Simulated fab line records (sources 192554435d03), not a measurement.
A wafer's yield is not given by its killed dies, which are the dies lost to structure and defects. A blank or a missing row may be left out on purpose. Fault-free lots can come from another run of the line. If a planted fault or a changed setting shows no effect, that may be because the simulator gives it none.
fab line records + flow n5_finfet
[record]
- lots = 9
- wafers = 26
- last_day = 17
route steps=1938 shown ZERO_LAYER@4 WELL_APT@24 PASSIVATION@1936
lots that met no fault: taken from a fault-free run of the same line
start_h: start of the lot's first displayed wafer, in hours after the record's first day + wait_h: hours elapsed since this lot's preceding step + " repeats the value in the row above + L1.1+2: a single row standing in for several wafers + - no value, or no start was given + * or withheld: withheld + < > ~ a bound
route shown NAME@n: a module of which the file shows steps, and the number in the route of the first + usual: the fault-free wafers' mean and standard deviation + same: alike in all rows + chamber/n: place in a boat + sites: the reading at each site + _std_site: how widely they spread, as a standard deviation + _edge_site: the outer-site mean with the inner-site mean subtracted + radius_mm: how far each site lies from the wafer's centre + mask NAME#n: copy n + behind: the last tool/chamber to shape the wafer + hold: why the lot went on hold/how many hours it stayed there/how the hold came to an end + device: names the non-switching transistor (n, p or np) + end of line: the same wafers' tests at the end of the route + where a step has no rows: the recipe by itself + killed: dies that structure and defects cost at the first sort, which is not the same as the wafer's yield + map: per-die view of a wafer (x killed, . not killed, _ where there is no die)
set.NAME: setting as actually run; set.NAME@STEP: the setting as run at that earlier step + model.NAME: the simulator's own value behind a step, which no gauge read
the route's steps for a sample of lots (tables are steps, rows are wafers)
services: the hour from which a tool's chamber was out of use, counted from the record's first day as start_h (under 0 if before that day), plus the number of hours and why
[[steps]]
[step N5_ZERO_LAYER_PECVD_02]
[recipe]
- material = SiO2
- target_thk_a = 100
- temp_c = 400
- precursor = SiH4/N2O
- pressure_torr = 0.75
- rf_w = 275
- time_s = 6
[usual]
- heater_power_w = 694/94
- rf_fwd_power_W = 272.9/0.92
- showerhead_plenum_p_Torr = 8.14/0.11
| lot.wafer | tool     | chamber | start_h | wait_h | heater_power_w | rf_fwd_power_W | showerhead_plenum_p_Torr |
|-----------|----------|---------|---------|--------|----------------|----------------|--------------------------|
| L929.2    | pecvd-01 | 2       | 12.28   | 0.0    | 692            | 273.3          | 8.18                     |
| L929.3    | "        | 0       | "       | "      | 837            | 274.3          | 8.05                     |
| L929.5    | "        | 2       | "       | "      | 692            | 272.7          | 8.17                     |
| L931.1    | pecvd-03 | 0       | 24.28   | 0.0    | 520            | 272.5          | 8.21                     |
| L931.2    | "        | 1       | "       | "      | 661            | 273.0          | 8.21                     |
| L931.5    | "        | 0       | "       | "      | 529            | 273.3          | 8.19                     |
| L936.1    | pecvd-03 | 1       | 54.28   | 0.0    | 609            | 273.6          | 8.22                     |
| L936.3    | "        | 0       | "       | "      | 606            | 272.1          | 8.18                     |
| L936.6    | "        | 1       | "       | "      | 601            | 273.9          | 8.18                     |
| L939.2    | pecvd-03 | 0       | 72.28   | 0.0    | 552            | 272.1          | 8.21                     |
| L939.6    | "        | 1       | "       | "      | 688            | 274.9          | 8.22                     |
| L942.3    | pecvd-03 | 0       | 90.28   | 0.0    | 593            | 274.1          | 8.22                     |
| L942.4    | "        | 1       | "       | "      | 607            | 273.4          | 8.20                     |
| L942.5    | "        | 2       | "       | "      | 741            | 271.5          | 8.09                     |
| L945.3    | pecvd-03 | 1       | 108.29  | 0.0    | 623            | 273.6          | 8.19                     |
| L945.4    | "        | 1       | "       | "      | 599            | 273.2          | 8.20                     |
| L945.5    | "        | 0       | "       | "      | 533            | 274.9          | 8.21                     |
| L950.1    | pecvd-04 | 1       | 138.28  | 0.0    | 709            | 272.1          | 8.37                     |
| L950.3    | "        | 2       | "       | "      | 611            | 273.8          | 8.00                     |
| L950.6    | "        | 2       | "       | "      | 608            | 274.1          | 8.00                     |
| L951.2    | pecvd-01 | 1       | 144.29  | 0.0    | 783            | 270.1          | 8.11                     |
| L951.5    | "        | 2       | "       | "      | 796            | 273.8          | 8.20                     |
| L951.6    | "        | 1       | "       | "      | 765            | 271.9          | 8.09                     |
| L952.1    | pecvd-04 | 1       | 150.28  | 0.0    | 703            | 274.0          | 8.38                     |
| L952.4    | "        | 2       | "       | "      | 675            | 273.5          | 7.99                     |
| L952.6    | "        | 0       | "       | "      | 761            | 273.5          | 7.97                     |
[step N5_WELL_APT_EXPOSE_05]
[recipe]
- mask_id = NWELL
- na = 0.8
- source_shape = conventional
- sigma_outer = 0.8
- polarization = unpolarized
- defocus_nm = 0
- target_cd_nm = 200
- dose_mj = 20.3
[usual]
- exposure_dose_mJ_cm2 = 20.285/0.021
| lot.wafer | tool           | chamber | start_h | wait_h | mask    | exposure_dose_mJ_cm2 |
|-----------|----------------|---------|---------|--------|---------|----------------------|
| L929.2    | krf_scanner-02 | 0       | 13.57   | -      | NWELL#0 | 20.315               |
| L929.3    | "              | 0       | "       | "      | NWELL#0 | 20.294               |
| L929.5    | "              | 0       | "       | "      | NWELL#0 | 20.278               |
| L931.1    | krf_scanner-01 | 0       | 25.53   | -      | NWELL#0 | 20.280               |
| L931.2    | "              | 0       | "       | "      | NWELL#0 | 20.279               |
| L931.5    | "              | 0       | "       | "      | NWELL#0 | 20.302               |
| L936.1    | krf_scanner-02 | 0       | 55.38   | -      | NWELL#0 | 20.268               |
| L936.3    | "              | 0       | "       | "      | NWELL#0 | 20.290               |
| L936.6    | "              | 0       | "       | "      | NWELL#0 | 20.260               |
| L939.2    | krf_scanner-02 | 0       | 73.39   | -      | NWELL#0 | 20.276               |
| L939.6    | "              | 0       | "       | "      | NWELL#0 | 20.287               |
| L942.3    | krf_scanner-01 | 0       | 91.65   | -      | NWELL#0 | 20.268               |
| L942.4    | "              | 0       | "       | "      | NWELL#0 | 20.299               |
| L942.5    | "              | 0       | "       | "      | NWELL#0 | 20.296               |
| L945.3    | krf_scanner-01 | 0       | 109.65  | -      | NWELL#0 | 20.313               |
| L945.4    | "              | 0       | "       | "      | NWELL#0 | 20.329               |
| L945.5    | "              | 0       | "       | "      | NWELL#0 | 20.320               |
| L950.1    | krf_scanner-01 | 0       | 139.66  | -      | NWELL#0 | 20.268               |
| L950.3    | "              | 0       | "       | "      | NWELL#0 | 20.256               |
| L950.6    | "              | 0       | "       | "      | NWELL#0 | 20.258               |
| L951.2    | krf_scanner-01 | 0       | 145.39  | -      | NWELL#0 | 20.287               |
| L951.5    | "              | 0       | "       | "      | NWELL#0 | 20.266               |
| L951.6    | "              | 0       | "       | "      | NWELL#0 | 20.259               |
| L952.1    | krf_scanner-02 | 0       | 151.56  | -      | NWELL#0 | 20.286               |
| L952.4    | "              | 0       | "       | "      | NWELL#0 | 20.268               |
| L952.6    | "              | 0       | "       | "      | NWELL#0 | 20.270               |
[step N5_WELL_APT_CD_MEAS_08]
[recipe]
- target_cd_nm = 200
- landing_energy_ev = 500
- detector = se_inlens
[usual]
- cd_nm = 200.1/1.6
| lot.wafer | tool      | chamber | start_h | wait_h | cd_nm |
|-----------|-----------|---------|---------|--------|-------|
| L929.2    | cd_sem-01 | 0       | 13.74   | -      | 202.3 |
| L929.3    | "         | 0       | "       | "      | 200.6 |
| L929.5    | "         | 0       | "       | "      | 200.2 |
| L931.1    | cd_sem-03 | 0       | 25.70   | -      | 199.9 |
| L931.2    | "         | 0       | "       | "      | 202.4 |
| L931.5    | "         | 0       | "       | "      | 198.8 |
| L936.1    | cd_sem-02 | 0       | 55.56   | -      | 200.4 |
| L936.3    | "         | 0       | "       | "      | 201.4 |
| L936.6    | "         | 0       | "       | "      | 200.0 |
| L939.2    | cd_sem-03 | 0       | 73.56   | -      | 196.7 |
| L939.6    | "         | 0       | "       | "      | 193.3 |
| L942.3    | cd_sem-01 | 0       | 91.81   | -      | 199.4 |
| L942.4    | "         | 0       | "       | "      | 197.8 |
| L942.5    | "         | 0       | "       | "      | 198.2 |
| L945.3    | cd_sem-02 | 0       | 109.82  | -      | 199.6 |
| L945.4    | "         | 0       | "       | "      | 201.6 |
| L945.5    | "         | 0       | "       | "      | 201.7 |
| L950.1    | cd_sem-02 | 0       | 139.83  | -      | 200.0 |
| L950.3    | "         | 0       | "       | "      | 197.4 |
| L950.6    | "         | 0       | "       | "      | 198.7 |
| L951.2    | cd_sem-03 | 0       | 145.56  | -      | 200.7 |
| L951.5    | "         | 0       | "       | "      | 201.2 |
| L951.6    | "         | 0       | "       | "      | 201.0 |
| L952.1    | cd_sem-02 | 0       | 151.73  | -      | 198.7 |
| L952.4    | "         | 0       | "       | "      | 197.5 |
| L952.6    | "         | 0       | "       | "      | 200.7 |
[step N5_WELL_APT_CD_MEAS_25]
[recipe]
- target_cd_nm = 200
- landing_energy_ev = 500
- detector = se_inlens
[usual]
- cd_nm = 200.8/2.2
| lot.wafer | tool      | chamber | start_h | wait_h | cd_nm |
|-----------|-----------|---------|---------|--------|-------|
| L929.2    | cd_sem-03 | 0       | 14.86   | -      | 200.5 |
| L929.3    | "         | 0       | "       | "      | 201.8 |
| L929.5    | "         | 0       | "       | "      | 199.9 |
| L931.1    | cd_sem-01 | 0       | 27.28   | -      | 200.0 |
| L931.2    | "         | 0       | "       | "      | 198.8 |
| L931.5    | "         | 0       | "       | "      | 199.7 |
| L936.1    | cd_sem-02 | 0       | 56.72   | -      | 202.6 |
| L936.3    | "         | 0       | "       | "      | 202.5 |
| L936.6    | "         | 0       | "       | "      | 201.2 |
| L939.2    | cd_sem-01 | 0       | 74.99   | -      | 199.2 |
| L939.6    | "         | 0       | "       | "      | 204.2 |
| L942.3    | cd_sem-03 | 0       | 92.93   | -      | 202.1 |
| L942.4    | "         | 0       | "       | "      | 202.1 |
| L942.5    | "         | 0       | "       | "      | 201.4 |
| L945.3    | cd_sem-03 | 0       | 111.09  | -      | 199.2 |
| L945.4    | "         | 0       | "       | "      | 202.2 |
| L945.5    | "         | 0       | "       | "      | 200.4 |
| L950.1    | cd_sem-03 | 0       | 141.15  | -      | 198.5 |
| L950.3    | "         | 0       | "       | "      | 201.0 |
| L950.6    | "         | 0       | "       | "      | 200.2 |
| L951.2    | cd_sem-03 | 0       | 146.68  | -      | 204.2 |
| L951.5    | "         | 0       | "       | "      | 203.1 |
| L951.6    | "         | 0       | "       | "      | 204.5 |
| L952.1    | cd_sem-02 | 0       | 152.85  | -      | 198.7 |
| L952.4    | "         | 0       | "       | "      | 200.2 |
| L952.6    | "         | 0       | "       | "      | 202.2 |
[step N5_WELL_APT_OVL_MEAS_26]
[recipe]
- points_per_wafer = 44
[usual]
- PWELL_OVL = 1/5.8
| lot.wafer | tool       | chamber | start_h | wait_h | PWELL_OVL[nm] |
|-----------|------------|---------|---------|--------|---------------|
| L929.2    | overlay-01 | 0       | 14.89   | 0.0    | -3            |
| L929.3    | "          | 0       | "       | "      | 0             |
| L929.5    | "          | 0       | "       | "      | -7            |
| L931.1    | overlay-01 | 0       | 27.31   | 0.0    | -1            |
| L931.2    | "          | 0       | "       | "      | 7             |
| L931.5    | "          | 0       | "       | "      | 0             |
| L936.1    | overlay-02 | 0       | 56.75   | 0.0    | -1            |
| L936.3    | "          | 0       | "       | "      | 0             |
| L936.6    | "          | 0       | "       | "      | 2             |
| L939.2    | overlay-02 | 0       | 75.02   | 0.0    | -3            |
| L939.6    | "          | 0       | "       | "      | 4             |
| L942.3    | overlay-01 | 0       | 92.96   | 0.0    | -2            |
| L942.4    | "          | 0       | "       | "      | -1            |
| L942.5    | "          | 0       | "       | "      | -3            |
| L945.3    | overlay-01 | 0       | 111.12  | 0.0    | 0             |
| L945.4    | "          | 0       | "       | "      | 10            |
| L945.5    | "          | 0       | "       | "      | -2            |
| L950.1    | overlay-02 | 0       | 141.18  | 0.0    | 2             |
| L950.3    | "          | 0       | "       | "      | -7            |
| L950.6    | "          | 0       | "       | "      | -6            |
| L951.2    | overlay-02 | 0       | 146.71  | 0.0    | 2             |
| L951.5    | "          | 0       | "       | "      | 2             |
| L951.6    | "          | 0       | "       | "      | 7             |
| L952.1    | overlay-02 | 0       | 152.88  | 0.0    | -1            |
| L952.4    | "          | 0       | "       | "      | -6            |
| L952.6    | "          | 0       | "       | "      | -10           |
[step N5_PASSIVATION_PROBE_49]
[usual]
- killed_at_M0_to_M3 = 34/12
- killed_at_M4_up = 12/4.9
- killed_at_contacts = 13/7.2
- killed_at_front_end = 39/12
- killed_at_other = 3.7/2.9
- killed_dies = 101/18
- killed_open = 67/14
- killed_short = 33/7.2
[same]
- gross_dies = 1180
- killed_at_back_side = 0
| lot.wafer | tool      | chamber | start_h | wait_h | killed_at_M0_to_M3 | killed_at_M4_up | killed_at_contacts | killed_at_front_end | killed_at_other | killed_dies | killed_open | killed_short |
|-----------|-----------|---------|---------|--------|--------------------|-----------------|--------------------|---------------------|-----------------|-------------|-------------|--------------|
| L939.2    | prober-01 | -       | 339.06  | 0.1    | 34                 | 9               | 10                 | 57                  | 3               | 113         | 64          | 46           |
| L939.6    | prober-01 | -       | 339.26  | 0.3    | 35                 | 13              | 18                 | 44                  | 5               | 115         | 71          | 39           |
// killed by level:class
L939.2 STI_FIN_REVEAL:geometric_particle:open=12 FIN_SAQP:geometric_particle:short=11 BEOL_M0_SAQP:geometric_particle:open=11 BEOL_M0_SAQP:geometric_particle:short=10 MOL_CONTACT_COAG:geometric_particle:open=8 GATE_CUT:geometric_particle:open=6 BEOL_M1:geometric_particle:open=5 FIN_SAQP:geometric_particle:open=4
L939.6 MOL_CONTACT_COAG:geometric_particle:open=14 BEOL_M0_SAQP:geometric_particle:open=11 FIN_SAQP:geometric_particle:short=10 BEOL_M4:geometric_particle:open=8 FIN_SAQP:geometric_particle:open=7 BEOL_M0_SAQP:geometric_particle:short=6 BEOL_M3:geometric_particle:open=6 BEOL_M2:geometric_particle:open=5
[[services]]
| tool           | chamber | start_h | hours | kind                          |
|----------------|---------|---------|-------|-------------------------------|
| krf_scanner-01 | -       | 11.13   | 0.3   | repair                        |
| pecvd-03       | 1       | 16.40   | 5.5   | scheduled_down                |
| pecvd-03       | 2       | 21.86   | -     | clean                         |
| pecvd-03       | 2       | 21.86   | -     | consumable_replace:showerhead |
| pecvd-03       | 2       | 21.86   | 29.0  | scheduled_down                |
| pecvd-03       | 2       | 21.86   | 29.0  | vent_cycle                    |
| pecvd-03       | -       | 30.78   | 0.9   | repair                        |
| pecvd-01       | 1       | 36.20   | 5.5   | scheduled_down                |
| krf_scanner-01 | -       | 39.95   | 1.3   | pm                            |
| pecvd-03       | -       | 45.31   | 2.8   | pm                            |
| pecvd-01       | 0       | 47.89   | 7.9   | repair                        |
| pecvd-01       | 2       | 48.73   | 13.4  | repair                        |
| krf_scanner-02 | -       | 49.95   | 2.2   | repair                        |
| pecvd-03       | 0       | 50.80   | 3.3   | repair                        |
| krf_scanner-01 | -       | 53.50   | 0.8   | pm                            |
| pecvd-03       | -       | 63.45   | 1.4   | repair                        |
| krf_scanner-01 | 0       | 79.14   | -     | calibration                   |
| krf_scanner-02 | -       | 82.37   | 0.8   | pm                            |
| pecvd-03       | 0       | 90.42   | 5.0   | scheduled_down                |
| krf_scanner-01 | -       | 93.11   | 0.6   | repair                        |
| krf_scanner-02 | 0       | 108.05  | -     | calibration                   |
| krf_scanner-01 | -       | 118.26  | 1.0   | pm                            |
| krf_scanner-02 | -       | 129.70  | 1.0   | pm                            |
| krf_scanner-02 | -       | 149.78  | 0.8   | pm                            |
[[key]]
[first_sign]
- step = N5_WELL_APT_CD_MEAS_08
- reading = cd_nm
- direction = down
- sigmas = 4.1
- usual = 200.1
- struck = 193.3
effect none on later readings
met_at N5_WELL_APT_EXPOSE_05
struck_lots L939
struck_wafers L939.6
tester_left_out L939
not_acting_at N5_ZERO_LAYER_PECVD_02,N5_WELL_APT_CD_MEAS_25,N5_WELL_APT_OVL_MEAS_26
onset_between 55.38 73.39
[fault]
- kind = process_parameter_drift
- tool = krf_scanner-02
- chamber = -
- onset_h = 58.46
- steps = N5_WELL_APT_EXPOSE_05
- channel = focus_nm
- offset = 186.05
- shape = step
- end_h = 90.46
- scope = struck_wafers_only
// tester_left_out: of these lots the tester's yield and bins aren't shown, on N5 and GAA mostly nor the transistor test; their killed dies are dies lost to structure and defects alone, not to doping, threshold or leakage, so they don't give the yield
